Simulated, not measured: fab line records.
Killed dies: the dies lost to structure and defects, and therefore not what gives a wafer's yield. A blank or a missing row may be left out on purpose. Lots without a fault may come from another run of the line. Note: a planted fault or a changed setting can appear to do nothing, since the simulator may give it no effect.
Chamber matching + flow n5Finfet + 4 sister chambers for N5_BEOL_M2_DESCUM_16 on rieDiel-01
The step chemistry O2, time 7 s. 8 wafers are shown with their chamber, then 9 later ones without.

== WAFERS PAIRED WITH THEIR CHAMBERS ==
| wafer  | chamber | showerheadPlenumPTorr (Torr) | drypumpMotorCurrentA (A) |
|--------|---------|------------------------------|--------------------------|
| L076.2 | 0       | 2.05                         | 5.73                     |
| L076.3 | 1       | 2.13                         | 5.53                     |
| L077.1 | 3       | 1.98                         | 5.48                     |
| L077.4 | 2       | 2.05                         | 5.83                     |
| L077.5 | 3       | 1.98                         | 5.51                     |
| L082.2 | 0       | 2.04                         | 5.69                     |
| L082.3 | 2       | 2.05                         | 5.85                     |
| L082.4 | 1       | 2.13                         | 5.50                     |

== WAFERS MISSING THEIR CHAMBER ==
| wafer  | showerheadPlenumPTorr (Torr) | drypumpMotorCurrentA (A) |
|--------|------------------------------|--------------------------|
| L085.3 | 2.05                         | 5.85                     |
| L085.4 | 2.24                         | 5.51                     |
| L085.6 | 2.04                         | 5.74                     |
| L095.2 | 2.12                         | 5.54                     |
| L095.5 | 2.03                         | 5.67                     |
| L095.6 | 2.12                         | 5.51                     |
| L096.2 | 2.23                         | 5.50                     |
| L096.3 | 2.04                         | 5.86                     |
| L096.5 | 2.03                         | 5.67                     |

== WHICH CHAMBER EACH WENT THROUGH ==
| wafer  | from the rows above | in truth                   |
|--------|---------------------|----------------------------|
| L085.3 | 2                   | 2                          |
| L085.4 | 1                   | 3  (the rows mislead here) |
| L085.6 | 0                   | 0                          |
| L095.2 | 1                   | 1                          |
| L095.5 | 0                   | 0                          |
| L095.6 | 1                   | 1                          |
| L096.2 | 1                   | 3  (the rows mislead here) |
| L096.3 | 2                   | 2                          |
| L096.5 | 0                   | 0                          |
7 of 9 placed correctly. Can't be placed from these rows: 0. Number placed wrongly: 2.
How it was worked out, from the rows above alone: a wafer's distance from a chamber is the root of the sum, over the readings, of the square of ((its reading less the chamber's mean) divided by the reading's scatter). The wafer belongs to the nearest chamber; if the next one is less than 2 further off, it can't be placed. A chamber's mean is the mean of its shown wafers. The scatter is the square root of a quotient: the sum, over the shown wafers, of each reading's squared deviation from its chamber's mean, divided by wafers minus chambers.
